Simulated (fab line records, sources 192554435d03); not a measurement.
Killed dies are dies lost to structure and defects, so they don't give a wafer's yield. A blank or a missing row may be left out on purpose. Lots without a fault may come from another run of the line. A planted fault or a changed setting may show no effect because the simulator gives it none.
fab line records | flow n5_finfet
record lots=8 wafers=24 last_day=17
route steps=1938 shown BEOL_M2@858 BEOL_M4@1111 PASSIVATION@1936
lots that met no fault: from a run of the same line without faults
start_h: hours from the record's first day to the start of the lot's first wafer shown | wait_h: hours since the lot's step before | " the same as in the row above | L1.1+2: a row that stands for several wafers | - no value, or no start given | * or withheld: withheld | < > ~ a bound
route shown NAME@n: a module of which the file shows steps, and the number in the route of the first | usual: mean/standard deviation of fault-free wafers | same: alike in all rows | chamber/n: place in a boat | sites: the reading at each site | _std_site: their standard deviation | _edge_site: outer sites' mean less inner sites' | radius_mm: how far each site lies from the wafer's centre | mask NAME#n: copy n | behind: the tool/chamber that last shaped the wafer | hold: why the lot was held/for how many hours/how that ended | device: the transistor (n, p or np) that didn't switch | end of line: the same wafers' tests at the end of the route | a step without rows: its recipe alone | killed: dies lost to structure and defects at the first sort, not the wafer's yield | map: a wafer's dies, x killed, . not, _ none there
set.NAME: the setting as run; set.NAME@STEP: as run at that earlier step | model.NAME: the simulator's own value behind a step, which no gauge read
steps of the route over a sample of lots; a table a step, a row a wafer
services: from which hour (start_h, from the record's first day; less than 0 if before it) a tool's chamber was out of use, for how many hours, and why
## steps
# step N5_BEOL_M2_ETCH_74
# recipe chemistry=N2/H2 target=underlayer target_depth_a=65 mask_material=CAR-EUV time_s=5.2 ion_energy_ev=200 pressure_mtorr=30 source_w=840 bias_w=150 n2_flow_sccm=200 h2_flow_sccm=200 ends=cleared
# usual bias_w=150.0/0.43 drypump_motor_current_A=5.8/0.41 etch_rf_on_time_s=5.19/0.092 h2_flow_sccm=200.0/0.66 n2_flow_sccm=200.0/0.63 oes_product_au=0.67/0.073 rf_vpp_V=523.6/2.3 showerhead_plenum_p_Torr=2.53/0.065 throttle_valve_pct=17.82/0.27
# columns lot.wafer tool chamber start_h wait_h bias_w drypump_motor_current_A etch_rf_on_time_s h2_flow_sccm n2_flow_sccm oes_product_au rf_hours_counter_h rf_vpp_V showerhead_plenum_p_Torr throttle_valve_pct
L353.1 rie_diel-01 2 132.03 0.0 150.6 6.4 5.03 199.7 200.6 0.67 129 528.8 2.55 18.21
L353.4 " 3 " " 149.4 6.4 5.10 200.3 200.0 0.83 6 529.1 2.71 17.51
L353.5 " 1 " " 149.8 6.0 5.19 200.7 200.6 0.75 - 524.2 2.58 17.89
L354.1 rie_diel-01 1 147.82 0.0 150.5 6.0 5.15 199.7 200.9 0.74 67 524.4 2.57 17.87
L354.4 " 2 " " 149.4 6.5 5.01 199.5 199.5 0.67 - 524.5 2.54 18.22
L354.6 " 2 " " 149.7 6.5 5.07 199.7 198.9 0.67 - 522.5 2.54 18.23
L361.2 rie_diel-04 2 179.71 0.0 149.3 5.0 5.37 199.9 200.5 0.61 199 519.1 2.42 17.61
L361.3 " 3 " " 150.0 6.2 5.05 199.3 201.3 0.68 101 523.1 2.46 17.44
L361.6 " 2 " " 150.0 4.9 5.38 198.7 200.1 0.60 - 520.9 2.42 17.63
L365.1 rie_diel-01 3 203.28 0.0 150.0 6.4 5.13 199.8 199.8 0.81 16 530.9 2.70 17.54
L365.2 " 0 " " 150.3 5.7 5.12 200.6 199.9 0.63 183 525.5 2.53 17.57
L365.6 " 0 " " 149.2 5.7 5.11 200.6 199.7 0.63 - 524.6 2.53 17.53
L372.1 rie_diel-01 2 259.24 0.0 149.8 6.4 5.15 199.9 200.1 0.63 180 522.3 2.52 18.29
L372.3 " 3 " " 150.5 6.4 5.10 200.8 200.3 0.78 32 528.9 2.70 17.55
L372.5 " 0 " " 150.1 5.7 5.15 200.9 199.6 0.61 - 520.0 2.52 17.61
L373.1 rie_diel-04 3 261.45 0.0 150.3 6.3 5.12 201.4 201.8 0.65 135 522.8 2.45 17.49
L373.3 " 1 " " 150.1 5.6 5.11 199.8 199.8 0.80 12 527.6 2.60 17.57
L373.5 " 2 " " 150.3 5.0 5.40 200.8 200.2 0.58 - 518.5 2.41 17.65
L374.2 rie_diel-03 2 264.63 0.0 149.7 6.0 5.30 198.9 200.3 0.63 146 523.0 2.54 17.61
L374.3 " 1 " " 149.8 5.9 5.15 200.0 200.3 0.84 2 527.2 2.49 17.71
L374.4 " 0 " " 150.1 6.1 5.16 200.1 201.1 0.73 62 523.8 2.48 17.67
L375.2 rie_diel-04 3 269.92 0.0 149.7 6.2 5.10 201.0 199.0 0.65 138 521.3 2.44 17.46
L375.4 " 2 " " 149.8 4.9 5.37 200.6 200.0 0.58 234 520.0 2.41 17.68
L375.6 " 3 " " 149.6 6.2 5.08 199.6 199.6 0.65 - 520.9 2.44 17.50
# step N5_BEOL_M2_ETCH_64
# recipe chemistry=N2/H2 target=SOC target_depth_a=750 overetch_a=225 mask_material=SiARC temp_c=40 time_s=121.9 ion_energy_ev=200 pressure_mtorr=30 source_w=840 bias_w=150 n2_flow_sccm=200 h2_flow_sccm=200
# usual bias_w=150.0/0.47 drypump_motor_current_A=5.8/0.41 h2_flow_sccm=199.9/0.6 n2_flow_sccm=200.0/0.58 oes_product_au=0.60/0.062 rf_vpp_V=523.6/2 showerhead_plenum_p_Torr=2.53/0.065 throttle_valve_pct=17.78/0.27
# columns lot.wafer tool chamber start_h wait_h bias_w drypump_motor_current_A h2_flow_sccm n2_flow_sccm oes_product_au rf_hours_counter_h rf_vpp_V showerhead_plenum_p_Torr throttle_valve_pct
L353.1 rie_diel-01 2 132.08 0.0 150.4 6.4 199.6 200.4 0.59 129 524.8 2.54 18.16
L353.4 " 3 " " 150.1 6.4 199.7 199.8 0.73 6 528.9 2.71 17.47
L353.5 " 1 " " 149.0 6.0 200.0 200.8 0.66 - 524.1 2.58 17.81
L354.1 rie_diel-01 1 147.89 0.0 150.6 6.0 200.2 200.5 0.65 67 524.9 2.57 17.85
L354.4 " 2 " " 150.3 6.4 199.6 199.9 0.59 - 524.8 2.54 18.17
L354.6 " 2 " " 149.6 6.4 198.8 200.3 0.59 - 523.5 2.54 18.18
L361.2 rie_diel-04 2 179.76 0.0 150.4 4.9 200.0 200.1 0.55 199 520.4 2.42 17.57
L361.3 " 3 " " 149.8 6.2 200.1 199.7 0.60 101 521.1 2.46 17.39
L361.6 " 2 " " 150.1 4.9 199.6 199.5 0.54 - 520.8 2.42 17.55
L365.1 rie_diel-01 3 203.33 0.0 150.3 6.4 200.1 200.1 0.73 16 528.4 2.71 17.49
L365.2 " 0 " " 150.3 5.7 198.6 200.3 0.57 183 523.8 2.53 17.54
L365.6 " 0 " " 149.9 5.7 198.8 200.1 0.56 - 523.8 2.53 17.50
L372.1 rie_diel-01 2 259.29 0.0 149.3 6.4 200.5 199.9 0.57 180 522.4 2.52 18.26
L372.3 " 3 " " 150.8 6.4 201.0 200.5 0.69 32 528.7 2.70 17.53
L372.5 " 0 " " 150.1 5.7 199.0 199.4 0.55 - 524.1 2.52 17.55
L373.1 rie_diel-04 3 261.50 0.0 149.7 6.2 199.9 200.3 0.58 135 522.7 2.45 17.44
L373.3 " 1 " " 149.3 5.6 200.4 199.4 0.71 12 524.5 2.60 17.54
L373.5 " 2 " " 150.8 4.9 199.7 199.8 0.53 - 520.1 2.41 17.62
L374.2 rie_diel-03 2 264.68 0.0 149.8 6.0 200.4 199.7 0.56 146 523.3 2.54 17.57
L374.3 " 1 " " 149.7 5.8 201.6 200.2 0.75 2 521.6 2.49 17.64
L374.4 " 0 " " 150.5 6.1 200.1 200.9 0.64 62 521.6 2.48 17.62
L375.2 rie_diel-04 3 269.97 0.0 150.5 6.2 199.4 200.5 0.57 138 521.9 2.44 17.43
L375.4 " 2 " " 150.0 5.0 200.3 199.8 0.53 234 519.1 2.41 17.65
L375.6 " 3 " " 149.6 6.2 199.3 201.1 0.57 - 520.9 2.44 17.44
# step N5_BEOL_M2_HM_OPEN_17
# recipe chemistry=Cl2/BCl3 target_depth_a=200 overetch_a=60 target=TiN mask_material=SOC ion_energy_ev=150 pressure_mtorr=10 icp_w=1000 bias_w=126 Cl2_flow_sccm=53.25 bcl3_flow_sccm=21.75 Ar_flow_sccm=25
# usual drypump_motor_current_A=5.9/0.6 he_backside_leak_sccm=3.5/0.33 oes_product_au=0.61/0.079 throttle_valve_pct=22.13/0.11
# columns lot.wafer tool chamber start_h wait_h drypump_motor_current_A he_backside_leak_sccm oes_product_au rf_hours_counter_h throttle_valve_pct
L353.1 rie_metal-02 1 132.25 0.0 6.1 3.1 0.63 55 21.97
L353.4 " 0 " " 6.6 3.4 0.67 - 22.05
L353.5 " 0 " " 6.6 3.5 0.67 - 22.03
L354.1 rie_metal-02 1 148.14 0.0 6.1 3.4 0.62 56 21.99
L354.4 " 1 " " 6.1 3.4 0.62 - 21.99
L354.6 " 0 " " 6.5 3.5 0.66 - 22.05
L361.2 rie_metal-02 1 179.93 0.0 6.1 3.3 0.62 59 21.99
L361.3 " 1 " " 6.1 3.4 0.62 - 21.98
L361.6 " 1 " " 6.1 3.3 0.63 - 22.00
L365.1 rie_metal-02 1 203.50 0.0 6.1 3.2 0.61 62 22.01
L365.2 " 0 " " 6.6 3.5 0.66 40 22.08
L365.6 " 1 " " 6.1 3.3 0.61 - 22.01
L372.1 rie_metal-02 1 259.46 0.0 6.1 3.4 0.60 67 22.00
L372.3 " 1 " " 6.1 3.3 0.60 - 22.02
L372.5 " 1 " " 6.1 3.2 0.61 - 22.01
L373.1 rie_metal-03 1 261.67 0.0 4.9 3.4 0.55 109 22.19
L373.3 " 0 " " 6.3 3.3 0.83 - 21.99
L373.5 " 0 " " 6.3 3.1 0.83 - 22.00
L374.2 rie_metal-02 1 264.85 0.0 6.1 3.1 0.60 68 22.03
L374.3 " 0 " " 6.5 3.6 0.64 - 22.07
L374.4 " 1 " " 6.1 3.1 0.60 - 22.03
L375.2 rie_metal-01 1 270.14 0.0 5.8 3.5 0.55 98 22.26
L375.4 " 0 " " 5.3 3.5 0.69 - 22.23
L375.6 " 1 " " 5.8 3.7 0.56 - 22.25
# step N5_BEOL_M2_ETCH_69
# recipe chemistry=CF4 target=SiARC target_depth_a=156 mask_material=CAR-EUV time_s=26 ion_energy_ev=80 pressure_mtorr=40 source_w=545 bias_w=36 Ar_flow_sccm=100 cf4_flow_sccm=100 ends=cleared
# usual bias_w=36.00/0.1 drypump_motor_current_A=5.8/0.4 etch_rf_on_time_s=25.9/0.36 oes_product_au=0.68/0.076 rf_vpp_V=184.0/1.1 showerhead_plenum_p_Torr=2.14/0.056 throttle_valve_pct=15.58/0.25
# columns lot.wafer tool chamber start_h wait_h bias_w drypump_motor_current_A etch_rf_on_time_s oes_product_au rf_hours_counter_h rf_vpp_V showerhead_plenum_p_Torr throttle_valve_pct
L353.1 rie_diel-04 2 133.83 0.0 36.04 5.0 26.8 0.61 182 183.0 2.05 15.41
L353.4 " 0 " " 35.98 5.7 25.7 0.71 74 182.0 2.08 15.75
L353.5 " 2 " " 36.02 5.0 26.6 0.61 - 184.0 2.05 15.39
L354.1 rie_diel-03 3 149.06 0.0 36.03 5.2 25.9 0.59 225 184.3 2.20 15.88
L354.4 " 0 " " 36.10 6.1 25.1 0.79 21 184.3 2.10 15.26
L354.6 " 0 " " 36.12 6.1 25.2 0.79 - 183.7 2.10 15.26
L361.2 rie_diel-03 0 180.77 0.0 36.10 6.1 25.5 0.77 31 184.0 2.10 15.31
L361.3 " 1 " " 41.16 5.8 25.2 0.60 234 200.7 2.11 15.90
L361.6 " 3 " " 35.98 5.2 26.8 0.59 - 185.2 2.20 15.90
L365.1 rie_diel-04 0 204.43 0.0 36.10 5.7 25.9 0.68 100 183.7 2.07 15.80
L365.2 " 2 " " 36.21 4.9 26.8 0.60 209 183.9 2.05 15.44
L365.6 " 2 " " 36.03 4.9 26.6 0.60 - 184.6 2.05 15.45
L372.1 rie_diel-03 3 260.27 0.0 35.97 5.2 26.1 0.81 7 185.6 2.19 15.41
L372.3 " 2 " " 35.85 6.0 26.2 0.63 144 185.2 2.15 15.53
L372.5 " 3 " " 35.88 5.2 25.8 0.80 - 185.3 2.19 15.45
L373.1 rie_diel-03 0 262.39 0.0 36.02 6.1 25.7 0.72 61 182.4 2.09 15.37
L373.3 " 2 " " 35.97 6.0 26.2 0.64 145 183.7 2.15 15.55
L373.5 " 3 " " 35.87 5.2 25.9 0.80 - 183.2 2.19 15.44
L374.2 rie_diel-03 0 265.72 0.0 36.08 6.1 25.9 0.72 63 185.6 2.09 15.35
L374.3 " 3 " " 35.94 5.2 26.2 0.79 9 183.6 2.19 15.44
L374.4 " 1 " " 35.82 5.8 25.5 0.84 2 183.4 2.11 15.46
L375.2 rie_diel-03 3 271.45 0.0 36.04 5.2 25.7 0.79 12 184.5 2.19 15.45
L375.4 " 2 " " 36.20 6.0 26.1 0.63 - 183.4 2.15 15.54
L375.6 " 3 " " 35.95 5.2 25.8 0.80 - 182.9 2.19 15.45
# step N5_BEOL_M4_RC_MEAS_101
# usual DIBL_N=35.7/1.3 DIBL_P=36.0/1.6 IOFF_N=0.154/0.025 IOFF_P=0.21/0.034 ION_N=675/9.7 ION_P=465/7.4 SS_N=71.3/0.55 SS_P=73.1/0.52 VT_N=250/3 VT_P=-249/3.6
# columns lot.wafer tool chamber start_h wait_h DIBL_N[mV/V] DIBL_P[mV/V] IOFF_N[nA/um] IOFF_P[nA/um] ION_N[uA/um] ION_P[uA/um] SS_N[mV/dec] SS_P[mV/dec] VT_N[mV] VT_P[mV]
L353.1 prober-01 0 167.57 0.0 37.3 39.0 0.199 0.25 697 474 71.6 73.8 244 -248
L353.4 " 0 " " 35.8 37.3 0.157 0.22 682 469 71.3 72.9 247 -248
L353.5 " 0 " " 37.5 39.4 0.190 0.26 674 464 72.0 73.9 244 -248
L354.1 prober-01 0 175.43 0.0 33.9 34.2 0.125 0.19 661 463 71.2 72.3 254 -249
L354.4 " 0 " " 33.9 34.5 0.125 0.19 667 458 70.9 73.0 254 -251
L354.6 " 0 " " 33.6 34.4 0.123 0.18 663 451 70.6 72.5 254 -253
L361.2 prober-02 0 214.70 0.2 35.1 36.7 0.166 0.24 680 470 71.2 73.1 250 -246
L361.3 " 0 " " 36.6 37.7 0.178 0.27 664 464 71.4 73.4 251 -242
L361.6 " 0 " " 37.6 38.1 0.195 0.27 675 462 72.4 73.2 248 -247
L365.1 prober-01 0 236.37 0.0 35.5 34.5 0.131 0.17 669 456 70.7 74.0 254 -256
L365.2 " 0 " " 37.2 36.2 0.157 0.20 670 454 71.0 73.5 250 -255
L365.6 " 0 " " 36.6 35.7 0.153 0.18 685 458 71.5 74.0 249 -255
L372.1 prober-02 0 286.77 0.0 36.7 37.0 0.177 0.22 680 462 71.6 74.1 248 -251
L372.3 " 0 " " 35.3 35.0 0.153 0.19 665 452 71.6 72.9 251 -253
L372.5 " 0 " " 38.0 37.8 0.212 0.23 674 455 72.3 74.4 246 -250
L373.1 prober-02 0 294.92 0.0 35.4 35.9 0.163 0.22 693 468 71.5 73.4 246 -249
L373.3 " 0 " " 34.2 33.1 0.129 0.19 667 460 71.2 72.6 252 -250
L373.5 " 0 " " 34.8 33.6 0.144 0.19 674 466 71.2 71.9 248 -250
L375.2 prober-01 0 304.26 0.2 35.1 33.1 0.124 0.19 674 470 70.4 71.9 252 -249
L375.4 " 0 " " 36.5 34.6 0.139 0.22 666 469 71.8 71.9 251 -246
L375.6 " 0 " " 37.9 36.6 0.169 0.24 680 476 71.0 73.1 245 -246
L374.2 prober-02 0 306.31 0.2 35.3 33.8 0.121 0.15 671 453 70.8 72.5 254 -256
L374.3 " 0 " " 39.4 39.1 0.195 0.21 680 454 71.6 73.3 249 -251
L374.4 " 0 " " 35.3 34.4 0.121 0.14 668 449 70.8 72.3 254 -262
# step N5_PASSIVATION_PROBE_49
# usual defect_limited_yield=91.6/1.4 killed_at_M0_to_M3=35/10 killed_at_M4_up=13/5.3 killed_at_contacts=12/5.9 killed_at_front_end=36/9.9 killed_at_other=3.2/3 killed_dies=99/16 killed_on_rim=13/3.9 killed_open=66/12 killed_short=32/7.7 sort_bin_5_function=4.9/0.91 sort_bin_6_memory=3.2/0.65 sort_n_pass=1081/16 sort_yield_pct=91.6/1.4
# same gross_dies=1180 killed_at_back_side=0 sort_bin_4_leakage[%]=0 sort_bin_8_speed[%]=0
# columns lot.wafer tool chamber start_h wait_h defect_limited_yield[%] killed_at_M0_to_M3 killed_at_M4_up killed_at_contacts killed_at_front_end killed_at_other killed_dies killed_on_rim killed_open killed_short sort_bin_5_function[%] sort_bin_6_memory[%] sort_n_pass sort_yield_pct[%]
L353.1 prober-02 - 282.91 0.0 93.6 27 8 12 24 4 75 11 52 22 3.9 2.1 1105 93.6
L353.4 prober-02 - 283.06 0.2 92.1 38 17 10 23 5 93 8 68 24 3.7 3.8 1087 92.1
L353.5 prober-02 - 283.11 0.2 89.2 46 16 12 44 9 127 16 75 51 6.2 4.3 1053 89.2
L354.1 prober-01 - 283.59 0.0 91.4 29 16 17 38 2 102 17 68 31 5.2 2.8 1078 91.4
L354.4 prober-01 - 283.74 0.2 88.5 50 16 18 52 0 136 14 89 46 7.8 3.1 1044 88.5
L354.6 prober-01 - 283.84 0.3 88.9 41 18 37 35 0 131 23 86 42 6.9 4.0 1049 88.9
L361.2 prober-02 - 323.77 0.1 89.2 35 21 13 58 0 127 22 97 28 6.6 3.7 1053 89.2
L361.3 prober-02 - 323.82 0.1 90.3 41 13 10 48 2 114 13 81 33 6.1 3.4 1066 90.3
L361.6 prober-02 - 323.97 0.3 88.2 53 13 23 47 3 139 16 104 33 6.7 4.5 1041 88.2
L365.1 prober-02 - 337.08 0.0 90.7 60 9 14 26 1 110 14 70 40 5.7 3.3 1070 90.7
L365.2 prober-02 - 337.13 0.1 92.5 26 9 17 30 7 89 14 58 31 4.4 2.7 1091 92.5
L365.6 prober-02 - 337.33 0.3 92.5 38 14 9 25 2 88 14 58 29 4.3 2.8 1092 92.5
L373.1 prober-01 - 391.02 0.0 91.8 40 14 20 20 3 97 8 63 32 5.8 2.0 1083 91.8
L373.3 prober-01 - 391.12 0.1 91.3 38 19 16 28 2 103 10 73 28 5.4 3.1 1077 91.3
L373.5 prober-01 - 391.22 0.2 90.2 46 20 14 33 3 116 18 88 26 5.7 3.8 1064 90.2
L372.1 prober-01 - 398.33 0.0 92.1 26 12 6 47 2 93 8 61 32 4.7 2.6 1087 92.1
L372.3 prober-01 - 398.43 0.1 92.9 32 9 7 27 9 84 3 50 33 4.6 2.3 1096 92.9
L372.5 prober-01 - 398.53 0.2 90.6 29 19 10 49 4 111 11 76 34 6.0 3.2 1069 90.6
L374.2 prober-01 - 404.82 0.5 90.6 35 10 9 53 4 111 16 71 40 5.6 3.6 1069 90.6
L374.3 prober-01 - 404.87 0.6 92.9 35 4 6 31 8 84 15 60 24 4.7 2.3 1096 92.9
L374.4 prober-01 - 404.92 0.6 91.5 47 7 7 33 6 100 9 66 34 4.8 3.5 1080 91.5
L375.2 prober-01 - 418.92 0.1 88.0 44 21 15 60 2 142 20 99 42 7.0 4.8 1038 88.0
L375.4 prober-01 - 419.02 0.2 92.9 33 19 5 26 1 84 5 57 25 4.3 2.6 1096 92.9
L375.6 prober-01 - 419.12 0.3 91.0 47 19 16 22 2 106 13 84 20 5.5 3.3 1074 91.0
# killed by level:class
L353.1 MOL_CONTACT_COAG:geometric_particle:open=11 BEOL_M0_SAQP:geometric_particle:short=8 BEOL_M2:geometric_particle:open=6 FIN_SAQP:geometric_particle:short=5 STI_FIN_REVEAL:geometric_particle:open=5 BEOL_M0_SAQP:geometric_particle:open=5 BEOL_M3:geometric_particle:open=4 FIN_SAQP:geometric_particle:open=3
L353.4 BEOL_M1:geometric_particle:open=12 BEOL_M2:geometric_particle:open=11 FIN_SAQP:geometric_particle:short=8 STI_FIN_REVEAL:geometric_particle:open=8 MOL_CONTACT_COAG:geometric_particle:open=8 BEOL_M3:geometric_particle:open=6 BEOL_M1:geometric_particle:short=4 BEOL_M4:geometric_particle:open=4
L353.5 FIN_SAQP:geometric_particle:short=17 BEOL_M2:geometric_particle:open=11 MOL_CONTACT_COAG:geometric_particle:open=9 BEOL_M0_SAQP:geometric_particle:short=8 BEOL_M1:geometric_particle:open=8 FIN_SAQP:geometric_particle:open=7 BEOL_M0_SAQP:geometric_particle:open=6 STI_FIN_REVEAL:geometric_particle:open=5
L354.1 MOL_CONTACT_COAG:geometric_particle:open=15 FIN_SAQP:geometric_particle:open=12 BEOL_M4:geometric_particle:open=10 BEOL_M0_SAQP:geometric_particle:short=9 BEOL_M0_SAQP:geometric_particle:open=8 STI_FIN_REVEAL:geometric_particle:open=6 BEOL_M1:geometric_particle:open=4 STARTING-WAFER:geometric_particle:short=4
L354.4 FIN_SAQP:geometric_particle:open=16 FIN_SAQP:geometric_particle:short=14 MOL_CONTACT_COAG:geometric_particle:open=14 BEOL_M0_SAQP:geometric_particle:short=12 BEOL_M1:geometric_particle:open=10 BEOL_M4:geometric_particle:open=9 STI_FIN_REVEAL:geometric_particle:open=8 BEOL_M0_SAQP:geometric_particle:open=8
L354.6 MOL_CONTACT_COAG:geometric_particle:open=30 BEOL_M0_SAQP:geometric_particle:short=13 FIN_SAQP:geometric_particle:open=9 BEOL_M1:geometric_particle:open=8 BEOL_M0_SAQP:geometric_particle:open=8 BEOL_M4:geometric_particle:open=7 MOL_CONTACT_COAG:geometric_particle:short=7 BEOL_M3:geometric_particle:open=7
L361.2 FIN_SAQP:geometric_particle:open=17 DUMMY_GATE:geometric_particle:open=15 FIN_SAQP:geometric_particle:short=11 MOL_CONTACT_COAG:geometric_particle:open=10 BEOL_M2:geometric_particle:open=9 BEOL_M0_SAQP:geometric_particle:open=8 BEOL_M4:geometric_particle:open=7 BEOL_M0:geometric_particle:open=5
L361.3 FIN_SAQP:geometric_particle:open=13 FIN_SAQP:geometric_particle:short=11 BEOL_M0_SAQP:geometric_particle:open=11 BEOL_M3:geometric_particle:open=9 STI_FIN_REVEAL:geometric_particle:open=8 MOL_CONTACT_COAG:geometric_particle:open=6 BEOL_M2:geometric_particle:open=5 BEOL_M0:geometric_particle:open=5
L361.6 MOL_CONTACT_COAG:geometric_particle:open=22 BEOL_M2:geometric_particle:open=20 FIN_SAQP:geometric_particle:open=10 STI_FIN_REVEAL:geometric_particle:open=10 BEOL_M0_SAQP:geometric_particle:short=9 BEOL_M0_SAQP:geometric_particle:open=7 GATE_CUT:geometric_particle:short=6 FIN_SAQP:geometric_particle:short=5
L365.1 BEOL_M1:geometric_particle:open=11 MOL_CONTACT_COAG:geometric_particle:open=11 BEOL_M0_SAQP:geometric_particle:open=11 BEOL_M3:geometric_particle:open=10 BEOL_M0_SAQP:geometric_particle:short=8 BEOL_M2:geometric_particle:open=8 FIN_SAQP:geometric_particle:open=7 FIN_SAQP:geometric_particle:short=7
L365.2 MOL_CONTACT_COAG:geometric_particle:open=14 BEOL_M0_SAQP:geometric_particle:open=10 FIN_SAQP:geometric_particle:open=7 FIN_SAQP:geometric_particle:short=7 BEOL_M0_SAQP:geometric_particle:short=5 BEOL_M2:geometric_particle:open=5 ILD0:geometric_particle:short=4 BEOL_M4:geometric_particle:open=4
L365.6 BEOL_M0_SAQP:geometric_particle:short=14 BEOL_M0_SAQP:geometric_particle:open=11 DUMMY_GATE:geometric_particle:open=9 MOL_CONTACT_COAG:geometric_particle:open=9 BEOL_M2:geometric_particle:open=8 BEOL_M5:geometric_particle:open=5 FIN_SAQP:geometric_particle:short=4 STI_FIN_REVEAL:geometric_particle:open=4
L373.1 MOL_CONTACT_COAG:geometric_particle:open=16 BEOL_M1:geometric_particle:open=10 BEOL_M0_SAQP:geometric_particle:short=9 BEOL_M3:geometric_particle:open=6 BEOL_M4:geometric_particle:open=6 FIN_SAQP:geometric_particle:short=4 MOL_CONTACT_COAG:geometric_particle:short=4 BEOL_M0_SAQP:geometric_particle:open=4
L373.3 MOL_CONTACT_COAG:geometric_particle:open=16 BEOL_M1:geometric_particle:open=10 BEOL_M2:geometric_particle:open=9 BEOL_M4:geometric_particle:open=8 BEOL_M1:geometric_particle:short=6 BEOL_M0_SAQP:geometric_particle:open=6 BEOL_M4:geometric_particle:short=5 FIN_SAQP:geometric_particle:open=4
L373.5 BEOL_M0_SAQP:geometric_particle:open=11 DUMMY_GATE:geometric_particle:open=10 BEOL_M4:geometric_particle:open=10 BEOL_M1:geometric_particle:open=9 BEOL_M2:geometric_particle:open=9 MOL_CONTACT_COAG:geometric_particle:open=8 MOL_CONTACT_COAG:geometric_particle:short=6 STI_FIN_REVEAL:geometric_particle:open=5
L372.1 FIN_SAQP:geometric_particle:open=16 BEOL_M0_SAQP:geometric_particle:open=12 STI_FIN_REVEAL:geometric_particle:open=6 BEOL_M4:geometric_particle:open=6 BEOL_M0_SAQP:geometric_particle:short=6 FIN_SAQP:geometric_particle:short=5 MOL_CONTACT_COAG:geometric_particle:open=4 DUMMY_GATE:geometric_particle:short=3
L372.3 BEOL_M0_SAQP:geometric_particle:open=11 BEOL_M0_SAQP:geometric_particle:short=11 FIN_SAQP:geometric_particle:open=5 MIM_TOP_ETCH:geometric_particle:open=5 FIN_SAQP:geometric_particle:short=4 STI_FIN_REVEAL:geometric_particle:open=4 GATE_CUT:geometric_particle:short=4 MOL_CONTACT_COAG:geometric_particle:open=4
L372.5 FIN_SAQP:geometric_particle:open=21 BEOL_M0_SAQP:geometric_particle:open=11 BEOL_M0_SAQP:geometric_particle:short=11 FIN_SAQP:geometric_particle:short=8 MOL_CONTACT_COAG:geometric_particle:open=8 BEOL_M7:geometric_particle:open=6 STI_FIN_REVEAL:geometric_particle:open=5 DUMMY_GATE:geometric_particle:open=5
L374.2 FIN_SAQP:geometric_particle:open=13 FIN_SAQP:geometric_particle:short=10 STI_FIN_REVEAL:geometric_particle:open=9 BEOL_M0_SAQP:geometric_particle:short=9 MOL_CONTACT_COAG:geometric_particle:open=7 BEOL_M1:geometric_particle:open=7 BEOL_M3:geometric_particle:open=6 DUMMY_GATE:geometric_particle:open=4
L374.3 BEOL_M2:geometric_particle:open=11 FIN_SAQP:geometric_particle:open=9 BEOL_M0_SAQP:geometric_particle:short=6 DUMMY_GATE:geometric_particle:open=5 GATE_CUT:geometric_particle:short=5 MOL_CONTACT_COAG:geometric_particle:open=5 BEOL_M3:geometric_particle:open=5 PAD_METAL:geometric_particle:open=5
L374.4 BEOL_M2:geometric_particle:open=13 BEOL_M0_SAQP:geometric_particle:open=10 BEOL_M0_SAQP:geometric_particle:short=10 DUMMY_GATE:geometric_particle:open=7 BEOL_M1:geometric_particle:open=7 MOL_CONTACT_COAG:geometric_particle:open=6 FIN_SAQP:geometric_particle:open=4 GATE_CUT:geometric_particle:short=4
L375.2 STI_FIN_REVEAL:geometric_particle:open=22 MOL_CONTACT_COAG:geometric_particle:open=13 BEOL_M4:geometric_particle:open=11 FIN_SAQP:geometric_particle:short=10 FIN_SAQP:geometric_particle:open=9 BEOL_M3:geometric_particle:open=9 BEOL_M2:geometric_particle:open=7 BEOL_M2:geometric_particle:short=6
L375.4 STI_FIN_REVEAL:geometric_particle:open=8 BEOL_M2:geometric_particle:open=8 BEOL_M3:geometric_particle:open=6 FIN_SAQP:geometric_particle:short=5 BEOL_M1:geometric_particle:open=5 MOL_CONTACT_COAG:geometric_particle:open=4 BEOL_M0_SAQP:geometric_particle:short=4 BEOL_M4:geometric_particle:open=4
L375.6 BEOL_M2:geometric_particle:open=19 MOL_CONTACT_COAG:geometric_particle:open=14 BEOL_M1:geometric_particle:open=9 BEOL_M4:geometric_particle:open=7 BEOL_M3:geometric_particle:open=7 FIN_SAQP:geometric_particle:open=5 STI_FIN_REVEAL:geometric_particle:open=5 FIN_SAQP:geometric_particle:short=4
## services
# columns tool chamber start_h hours kind
rie_diel-03 - 109.52 28.1 pm
rie_diel-01 0 143.31 8.5 repair
rie_diel-01 3 144.31 29.9 repair
rie_diel-03 2 156.59 4.1 repair
rie_metal-02 - 157.02 2.8 pm
rie_metal-01 - 172.34 15.6 pm
rie_diel-01 3 179.40 9.7 repair
rie_diel-01 3 189.25 4.4 repair
rie_diel-04 1 204.31 - clean
rie_diel-04 1 204.31 - consumable_replace:focus_ring
rie_diel-04 1 204.31 27.6 scheduled_down
rie_diel-04 1 204.31 27.6 vent_cycle
rie_diel-01 3 218.62 7.3 repair
rie_diel-03 3 224.41 - clean
rie_diel-03 3 224.41 - consumable_replace:focus_ring
rie_diel-03 3 224.41 16.6 scheduled_down
rie_diel-03 3 224.41 16.6 vent_cycle
rie_metal-02 - 234.31 0.4 repair
rie_diel-03 1 241.05 - clean
rie_diel-03 1 241.05 - consumable_replace:focus_ring
rie_diel-03 1 241.05 19.3 scheduled_down
rie_diel-03 1 241.05 19.3 vent_cycle
rie_metal-01 0 255.06 3.6 repair
rie_diel-04 0 264.37 1.6 repair
## key
first_sign step=N5_BEOL_M2_ETCH_69 reading=bias_w direction=up sigmas=51 usual=* struck=*
effect step=N5_BEOL_M2_ETCH_69 reading=rf_vpp_V direction=up sigmas=15 usual=184.0 struck=200.7
met_at N5_BEOL_M2_ETCH_69
struck_lots L361
struck_wafers L361.3
not_acting_at N5_BEOL_M2_ETCH_74,N5_BEOL_M2_ETCH_64,N5_BEOL_M2_HM_OPEN_17
fault kind=process_parameter_drift tool=rie_diel-03 chamber=1 onset_h=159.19 steps=N5_BEOL_M2_ETCH_69 channel=bias_w offset=* shape=step end_h=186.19 acts_in=* stated=*
